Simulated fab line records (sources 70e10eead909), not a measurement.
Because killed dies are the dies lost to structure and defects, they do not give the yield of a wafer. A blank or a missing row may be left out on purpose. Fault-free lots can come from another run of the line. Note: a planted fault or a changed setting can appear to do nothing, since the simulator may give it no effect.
fab line records | flow nandHarc
[record] lots = 12 wafers = 34 lastDay = 33
route steps=1302 shown P_CONTACT@246 P_M0@263 END@1302
lots untouched by any fault: they come from a run of this same line in which no faults occurred
startH: hours from the record's first day to the start of the lot's first wafer shown | waitH: how many hours have passed since the lot's step before this one | " identical to the entry in the row above | L1.1+2: a row that stands for several wafers | - no value present, or no start provided | * or withheld: withheld | < > ~ a bound
route shown NAME@n: names a module that has steps shown in the file, with the first one's number in the route | usual: mean/standard deviation taken from wafers without a fault | same: alike in all rows | chamber/n: place in a boat | sites: per-site readings | _std_site: their standard deviation | _edge_site: outer sites' mean less inner sites' | radiusMm: for every site, how far away it sits from the centre of the wafer | mask NAME#n: copy n | behind: the last tool/chamber to shape the wafer | hold: why the lot was held/for how many hours/how that ended | device: whichever transistor did not switch (one of n, p or np) | end of line: the route-end tests of the same wafers | step lacking rows: just its recipe | killed: count of dies lost to structure and defects at first sort (not the wafer's yield) | map: per-die view of a wafer (x killed, . not killed, _ where there is no die)
set.NAME: the run value of the setting; set.NAME@STEP: its run value at that earlier step | model.NAME: the simulator's own value behind a step, which no gauge read
a sample of lots followed through the steps of the route, with each step as a table and each wafer as a row
services: from which hour (startH, from the record's first day; less than 0 if before it) a tool's chamber was out of use, for how many hours, and why
[[steps]]
[step NHARC_P_CONTACT_PVD_32]
[recipe] targetThkA = 50 chamberPressurePa = 5 powerW = 5000 substrateTempC = 200 timeS = 17.7 material = Ti
[usual] throttleValvePct = 30.2/1.2
// columns lot.wafer tool chamber startH waitH throttleValvePct
L971.3 pvdSputter-01 - - - 31.3
L971.5 " - " " 31.3
L971.6 " - " " 29.7
L972.2 pvdSputter-01 - - - 31.4
L972.1 " - " " 31.8
L972.5 " - " " 31.6
L974.1 pvdSputter-01 - - - 31.0
L974.6 " - " " 31.5
L974.5 " - " " 31.6
L976.3 pvdSputter-02 - - - 28.6
L976.2 " - " " 30.2
L976.5 " - " " 29.7
L977.4 pvdSputter-02 - - - 30.3
L977.5 " - " " 28.2
L977.6 " - " " 29.8
L979.4 pvdSputter-02 - - - 28.4
L979.5 " - " " 28.4
L979.6 " - " " 29.9
L980.3 pvdSputter-02 - - - 30.1
L980.6 " - " " 30.5
L980.5 " - " " 30.6
L987.6 pvdSputter-03 - - - 27.6
L987.5 " - " " 29.8
L988.1 pvdSputter-03 - - - 29.6
L988.4 " - " " 29.8
L989.3 pvdSputter-01 - - - 32.5
L989.2 " - " " 31.9
L989.5 " - " " 30.8
L993.4 pvdSputter-01 - - - 30.8
L993.1 " - " " 32.4
L993.5 " - " " 30.6
L994.2 pvdSputter-01 - - - 30.8
L994.3 " - " " 32.6
L994.6 " - " " 31.0
[step NHARC_P_M0_CD_MEAS_09]
[recipe] targetCdNm = 90 landingEnergyEv = 500
[usual] cdNm = 90.0/1
// columns lot.wafer tool chamber startH waitH cdNm
L971.3 cdSem-03 0 120.33 - 91.4
L971.5 " 0 " " 91.0
L971.6 " 0 " " 91.7
L972.1 cdSem-01 0 132.75 - 89.7
L972.2 " 0 " " 89.6
L972.5 " 0 " " 89.2
L974.1 cdSem-02 0 155.93 - 91.7
L974.5 " 0 " " 91.9
L974.6 " 0 " " 91.7
L976.2 cdSem-02 0 168.14 - 91.4
L976.3 " 0 " " 91.2
L976.5 " 0 " " 91.2
L977.4 cdSem-02 0 184.14 - 88.8
L977.5 " 0 " " 88.0
L977.6 " 0 " " 89.0
L979.4 cdSem-01 0 200.72 - 89.5
L979.5 " 0 " " 88.5
L979.6 " 0 " " 89.0
L980.3 cdSem-03 0 220.11 - 89.3
L980.5 " 0 " " 89.5
L980.6 " 0 " " 88.6
L987.5 cdSem-03 0 284.40 - 91.2
L987.6 " 0 " " 91.2
L988.1 cdSem-03 0 292.37 - 88.7
L988.4 " 0 " " 89.7
L989.2 cdSem-03 0 299.97 - 89.2
L989.3 " 0 " " 89.6
L989.5 " 0 " " 90.2
L993.1 cdSem-01 0 342.38 - 89.6
L993.4 " 0 " " 88.9
L993.5 " 0 " " 88.6
L994.2 cdSem-03 0 353.92 - 91.7
L994.3 " 0 " " 91.0
L994.6 " 0 " " 91.3
[step NHARC_P_M0_PRE_CLEAN_29]
[recipe] timeS = 30 tempC = 280 gas = H2/He
[usual] heaterPowerW = 404/37
// columns lot.wafer tool chamber startH waitH heaterPowerW
L971.3 pvdSputter-03 - - - 449
L971.5 " - " " 412
L971.6 " - " " 455
L972.2 pvdSputter-03 - - - 367
L972.1 " - " " 447
L972.5 " - " " 400
L974.1 pvdSputter-02 - - - 521
L974.6 " - " " 400
L974.5 " - " " 398
L976.3 pvdSputter-01 - - - 370
L976.2 " - " " 364
L976.5 " - " " 360
L977.4 pvdSputter-03 - - - 420
L977.5 " - " " 404
L977.6 " - " " 364
L979.4 pvdSputter-03 - - - 365
L979.6 " - " " 369
L979.5 " - " " 448
L980.3 pvdSputter-02 - - - 508
L980.6 " - " " 400
L980.5 " - " " 394
L987.5 pvdSputter-01 - - - 381
L987.6 " - " " 367
L988.1 pvdSputter-02 - - - 378
L988.4 " - " " 401
L989.3 pvdSputter-03 - - - 406
L989.2 " - " " 423
L989.5 " - " " 373
L993.4 pvdSputter-01 - - - 382
L993.1 " - " " 427
L993.5 " - " " 379
L994.3 pvdSputter-01 - - - 351
L994.2 " - " " 368
L994.6 " - " " 439
[step NHARC_P_M0_CMP_23]
[recipe] tOverpolishS = 20 targetThkNm = 117.54
[usual] motorCurrentA = 12.5/1.1 retainingRingPressureFrac = 1.000/0.0051 slurryFilterDpKPa = 13.49/0.13 timeToEndpointS = 29/3.9
[same] tOverpolishS = 20
// columns lot.wafer tool chamber startH waitH motorCurrentA retainingRingPressureFrac slurryFilterDpKPa timeToEndpointS
L971.3 cmp-02 1 122.66 - 13.1 0.992 13.49 30
L971.5 " 2 " " 12.6 1.006 13.47 28
L971.6 " 3 " " 13.0 1.003 13.31 23
L972.2 cmp-03 0 134.98 - 13.6 1.006 13.51 23
L972.1 " 3 " " 10.9 1.000 13.57 30
L972.5 " 0 " " 13.6 1.003 13.52 24
L974.1 cmp-02 1 158.16 - 13.5 1.001 13.54 32
L974.6 " 3 " " 12.9 1.003 13.63 25
L974.5 " 0 " " 11.8 1.003 13.48 27
L976.3 cmp-01 2 170.38 - 13.7 1.003 13.64 29
L976.2 " 0 " " 13.3 1.003 13.61 30
L976.5 " 2 " " 13.8 1.005 13.44 28
L977.4 cmp-02 0 186.47 - 11.3 1.001 13.54 29
L977.5 " 1 " " 13.4 0.995 13.34 31
L977.6 " 2 " " 12.3 1.006 13.48 30
L979.4 cmp-01 3 202.90 - 11.8 0.998 13.25 34
L979.5 " 3 " " 12.5 0.993 13.57 31
L979.6 " 0 " " 13.0 0.999 13.64 30
L980.3 cmp-02 0 222.38 - 11.6 1.002 13.38 27
L980.5 " 0 " " 12.4 1.008 13.58 27
L980.6 " 1 " " 13.0 1.012 13.50 30
L987.6 cmp-03 3 286.69 - 10.6 0.991 13.60 33
L987.5 " 0 " " 13.4 1.002 13.62 13
L988.4 cmp-03 0 294.57 - 13.0 0.992 13.61 24
L988.1 " 2 " " 10.9 0.996 13.63 31
L989.2 cmp-01 2 302.20 - 14.5 0.999 13.38 25
L989.3 " 3 " " 11.4 1.000 13.53 32
L989.5 " 3 " " 12.1 1.002 13.66 31
L993.4 cmp-01 2 344.71 - 13.7 1.006 13.72 26
L993.1 " 3 " " 12.0 0.997 13.69 29
L993.5 " 1 " " 12.7 0.997 13.45 35
L994.3 cmp-01 1 356.12 - 12.0 1.000 13.68 30
L994.2 " 3 " " 12.1 1.001 13.47 29
L994.6 " 2 " " 13.6 1.001 13.60 23
[step NHARC_P_M0_THK_MEAS_24]
[recipe] thkMeasGauge = xrf
[usual] thkNm = 117.8/1.8
// columns lot.wafer tool chamber startH waitH thkNm
L971.3 filmMetro-02 - 122.89 - 121.8
L971.5 " - " " 118.2
L971.6 " - " " 116.2
L972.1 filmMetro-01 - 135.30 - 116.4
L972.2 " - " " 116.0
L972.5 " - " " 114.2
L974.1 filmMetro-02 - 158.42 - 118.4
L974.5 " - " " 116.9
L974.6 " - " " 116.3
L976.2 filmMetro-01 - 170.70 - 117.3
L976.3 " - " " 120.1
L976.5 " - " " 117.8
L977.4 filmMetro-02 - 186.71 - 116.8
L977.5 " - " " 117.4
L977.6 " - " " 118.7
L979.4 filmMetro-02 - 203.22 - 118.5
L979.5 " - " " 119.2
L979.6 " - " " 116.1
L980.3 filmMetro-01 - 222.69 - 119.3
L980.5 " - " " 119.0
L980.6 " - " " 119.0
L987.5 filmMetro-01 - 286.89 - 109.1
L987.6 " - " " 118.5
L988.1 filmMetro-02 - 294.88 - 117.2
L988.4 " - " " 116.4
L989.2 filmMetro-01 - 302.51 - 118.8
L989.3 " - " " 117.9
L989.5 " - " " 116.5
L993.1 filmMetro-02 - 344.97 - 118.0
L993.4 " - " " 115.9
L993.5 " - " " 117.8
L994.2 filmMetro-01 - 356.43 - 118.3
L994.3 " - " " 120.0
L994.6 " - " " 115.1
[step NHARC_END_SORT_01]
[recipe] tempC = 25
[usual] defectLimitedYield = 91.7/2.5 killedAtArray = 52/18 killedAtOther = 1.0/1.4 killedAtPeriphery = 3.1/2.3 killedDies = 56/17 killedOpen = 3.0/1.7 killedShort = 2.5/1.7 sort_bin_2_pct = 3.0/1.1 sort_bin_3_pct = 0.6/0.36 sort_bin_4_pct = 4.8/1.4 sortNPass = 621/17 sortRimYieldPct = 91/4.6 sortYieldPct = 91.7/2.5
[same] grossDies = 677 sort_bin_5_pct[%] = 0 sort_bin_6_pct[%] = 0 sort_bin_7_pct[%] = 0 sort_bin_8_pct[%] = 0 sortRimNGross = 106.00
// columns lot.wafer tool chamber startH waitH defectLimitedYield[%] killedAtArray killedAtOther killedAtPeriphery killedDies killedOpen killedShort sort_bin_2_pct[%] sort_bin_3_pct[%] sort_bin_4_pct[%] sortNPass sortRimYieldPct[%] sortYieldPct[%]
L974.1 prober-01 0 603.93 2.5 94.4 26 1 11 38 4 1 2.2 0.3 3.1 639 96 94.4
L974.5 prober-01 0 607.13 3.7 93.5 39 2 3 44 4 3 1.6 0.6 4.3 633 92 93.5
L974.6 prober-01 0 607.92 4.0 96.5 20 1 3 24 5 2 0.9 0.4 2.2 653 97 96.5
L976.2 prober-02 0 604.71 2.8 95.4 28 1 2 31 3 4 2.2 0.1 2.2 646 95 95.4
L976.3 prober-02 0 605.52 3.1 95.6 28 0 2 30 4 4 1.3 0.1 3.0 647 97 95.6
L976.5 prober-02 0 607.14 3.7 95.9 25 2 1 28 1 1 1.2 0.3 2.7 649 93 95.9
L979.4 prober-01 0 641.13 3.4 87.3 76 6 4 86 6 3 4.1 0.6 8.0 591 87 87.3
L979.5 prober-01 0 641.95 3.8 93.6 37 2 4 43 4 2 1.9 0.4 4.0 634 90 93.6
L979.6 prober-01 0 642.76 4.1 88.9 70 5 0 75 4 1 4.4 1.0 5.6 602 94 88.9
L980.3 prober-02 0 659.46 3.1 89.5 70 0 1 71 2 2 3.7 0.4 6.4 606 96 89.5
L980.5 prober-02 0 661.06 3.7 90.8 60 0 2 62 1 3 2.8 0.6 5.8 615 84 90.8
L980.6 prober-02 0 661.86 4.0 92.6 47 0 3 50 1 1 3.4 0.3 3.7 627 97 92.6
L989.2 prober-01 0 739.22 2.8 89.2 68 1 4 73 3 1 3.8 1.0 5.9 604 86 89.2
L989.3 prober-01 0 740.02 3.1 90.3 62 0 4 66 5 3 3.1 0.7 5.9 611 84 90.3
L989.5 prober-01 0 741.60 3.7 91.1 58 0 2 60 0 2 4.0 0.4 4.4 617 90 91.1
// killed by level:class
L974.1 A_CHANNEL_HOLE_D2:chamberFilmFlake=9 A_CHANNEL_HOLE_D1:chamberFilmFlake=5 A_CONTACT:chamberFilmFlake=5 P_STI:chamberFilmFlake=4 P_CONTACT:geometricParticle:open=3 P_M2:chamberFilmFlake=2 A_ZERO_WELL:chamberFilmFlake=2 A_STAIRCASE:chamberFilmFlake=2
L976.2 A_CHANNEL_HOLE_D2:chamberFilmFlake=12 A_CHANNEL_HOLE_D1:chamberFilmFlake=5 A_STAIRCASE:chamberFilmFlake=3 A_ONON_D2:geometricParticle:short=2 P_M0:geometricParticle:short=1 A_ONON_D1:geometricParticle:short=1 A_ONON_D2:geometricParticle:open=1 A_CHANNEL_FILL_D2:geometricParticle:open=1
L976.3 A_CHANNEL_HOLE_D2:chamberFilmFlake=7 A_CHANNEL_HOLE_D1:chamberFilmFlake=6 A_CONTACT:chamberFilmFlake=4 A_STAIRCASE:chamberFilmFlake=3 P_M1:geometricParticle:short=1 A_ONON_D1:geometricParticle:open=1 A_DECK1_JOINT:geometricParticle:short=1 A_ONON_D2:geometricParticle:short=1
L974.5 A_CHANNEL_HOLE_D2:chamberFilmFlake=13 A_CONTACT:chamberFilmFlake=9 A_STAIRCASE:chamberFilmFlake=5 A_CHANNEL_HOLE_D1:chamberFilmFlake=4 A_ZERO_WELL:chamberFilmFlake=2 THIN_TSV:chamberFilmFlake=2 P_BONDPAD:geometricParticle:open=1 A_ONON_D1:geometricParticle:open=1
L976.5 A_STAIRCASE:chamberFilmFlake=8 A_CHANNEL_HOLE_D2:chamberFilmFlake=7 A_CONTACT:chamberFilmFlake=5 THIN_TSV:chamberFilmFlake=2 A_ONON_D1:geometricParticle:short=1 A_M0:geometricParticle:open=1 P_ZERO_WELL:chamberFilmFlake=1 A_CHANNEL_HOLE_D1:chamberFilmFlake=1
L974.6 A_CONTACT:chamberFilmFlake=6 A_CHANNEL_HOLE_D2:chamberFilmFlake=5 A_CHANNEL_HOLE_D1:chamberFilmFlake=2 A_STAIRCASE:chamberFilmFlake=2 P_STI:geometricParticle:short=1 P_CONTACT:geometricParticle:open=1 A_ONON_D1:geometricParticle:open=1 A_CHANNEL_FILL_D1:geometricParticle:open=1
L979.4 A_CHANNEL_HOLE_D2:chamberFilmFlake=32 A_CHANNEL_HOLE_D1:chamberFilmFlake=28 P_ZERO_WELL:chamberFilmFlake=4 THIN_TSV:chamberFilmFlake=4 A_M0:geometricParticle:open=3 A_STAIRCASE:chamberFilmFlake=3 A_BLC:geometricParticle:open=2 HYBRID_BOND:chamberFilmFlake=2
L979.5 A_CHANNEL_HOLE_D2:chamberFilmFlake=20 A_CHANNEL_HOLE_D1:chamberFilmFlake=11 P_ZERO_WELL:chamberFilmFlake=3 A_BLC:geometricParticle:open=2 THIN_TSV:chamberFilmFlake=2 P_CONTACT:geometricParticle:short=1 A_CHANNEL_HOLE_D1:geometricParticle:open=1 A_CHANNEL_FILL_D1:geometricParticle:short=1
L979.6 A_CHANNEL_HOLE_D2:chamberFilmFlake=28 A_CHANNEL_HOLE_D1:chamberFilmFlake=24 THIN_TSV:chamberFilmFlake=5 A_CHANNEL_FILL_D2:chamberFilmFlake=4 A_CHANNEL_FILL_D1:chamberFilmFlake=3 A_M0:geometricParticle:open=2 A_SLIT:chamberFilmFlake=2 A_CONTACT:chamberFilmFlake=2
L980.3 A_CHANNEL_HOLE_D1:chamberFilmFlake=38 A_CHANNEL_HOLE_D2:chamberFilmFlake=15 A_CONTACT:chamberFilmFlake=8 A_BLC:chamberFilmFlake=4 A_DECK1_JOINT:geometricParticle:short=2 P_GATE:geometricParticle:open=1 A_DECK1_JOINT:geometricParticle:open=1 A_STAIRCASE:chamberFilmFlake=1
L980.5 A_CHANNEL_HOLE_D1:chamberFilmFlake=21 A_CHANNEL_HOLE_D2:chamberFilmFlake=14 A_CONTACT:chamberFilmFlake=13 A_CHANNEL_FILL_D1:chamberFilmFlake=2 A_DECK1_JOINT:chamberFilmFlake=2 A_SLIT:chamberFilmFlake=2 A_CHANNEL_HOLE_D1:geometricParticle:open=1 A_CHANNEL_FILL_D1:geometricParticle:short=1
L980.6 A_CHANNEL_HOLE_D1:chamberFilmFlake=25 A_CHANNEL_HOLE_D2:chamberFilmFlake=12 A_CONTACT:chamberFilmFlake=5 A_BLC:chamberFilmFlake=2 P_M0:geometricParticle:open=1 A_CHANNEL_HOLE_D2:geometricParticle:short=1 P_STI:chamberFilmFlake=1 P_GATE:chamberFilmFlake=1
L989.2 A_SLIT:chamberFilmFlake=26 A_CHANNEL_HOLE_D2:chamberFilmFlake=22 A_CHANNEL_HOLE_D1:chamberFilmFlake=5 A_CONTACT:chamberFilmFlake=4 A_WL_FILL:chamberFilmFlake=4 A_STAIRCASE:chamberFilmFlake=2 P_CONTACT:geometricParticle:open=1 P_M0:geometricParticle:short=1
L989.3 A_SLIT:chamberFilmFlake=23 A_CHANNEL_HOLE_D1:chamberFilmFlake=13 A_CHANNEL_HOLE_D2:chamberFilmFlake=11 A_CONTACT:chamberFilmFlake=4 P_GATE:chamberFilmFlake=2 P_M1:geometricParticle:open=1 A_CHANNEL_HOLE_D1:geometricParticle:open=1 A_DECK1_JOINT:geometricParticle:open=1
L989.5 A_SLIT:chamberFilmFlake=24 A_CHANNEL_HOLE_D2:chamberFilmFlake=22 A_CHANNEL_HOLE_D1:chamberFilmFlake=6 A_CHANNEL_FILL_D1:chamberFilmFlake=3 P_STI:geometricParticle:short=1 P_M0:geometricParticle:short=1 A_DECK1_JOINT:chamberFilmFlake=1 A_STAIRCASE:chamberFilmFlake=1
[[services]]
// columns tool chamber startH hours kind
cmp-01 - 99.89 1.2 repair
pvdSputter-02 - 104.00 10.0 pm
cmp-03 - 104.30 1.8 repair
cmp-01 - 122.60 25.9 repair
cmp-02 - 136.20 4.0 pm
cmp-03 - 151.55 0.7 repair
cmp-03 - 162.00 4.0 pm
pvdSputter-03 - 170.00 10.0 pm
pvdSputter-03 - 181.17 3.3 repair
pvdSputter-01 - 181.70 2.1 repair
cmp-01 - 185.59 4.0 pm
pvdSputter-03 - 189.30 1.1 repair
pvdSputter-01 - 226.00 10.0 pm
cmp-02 - 234.20 4.0 pm
pvdSputter-01 - 242.06 1.9 repair
cmp-03 - 260.00 4.0 pm
cmp-01 - 263.99 4.4 repair
cmp-02 - 276.75 0.6 repair
pvdSputter-02 - 282.00 10.0 pm
cmp-01 - 283.59 4.0 pm
pvdSputter-03 - 315.22 2.5 repair
pvdSputter-02 - 325.59 38.1 repair
cmp-02 - 327.19 2.7 repair
cmp-02 - 332.20 4.0 pm
[[key]]
[firstSign] step = NHARC_P_M0_CMP_23 reading = timeToEndpointS direction = down sigmas = 4.1 usual = * struck = *
[effect] step = NHARC_P_M0_THK_MEAS_24 reading = thkNm direction = down sigmas = 4.8 usual = 117.8 struck = 109.1
metAt NHARC_P_M0_CMP_23
struckLots L987
struckWafers L987.5
notActingAt NHARC_P_CONTACT_PVD_32,NHARC_P_M0_CD_MEAS_09,NHARC_P_M0_PRE_CLEAN_29
onsetBetween 134.98 286.69
[fault] kind = processParameterDrift tool = cmp-03 chamber = - onsetH = 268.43 steps = NHARC_P_M0_CMP_23 channel = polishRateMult offset = 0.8 shape = step endH = 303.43 scope = struckWafersOnly
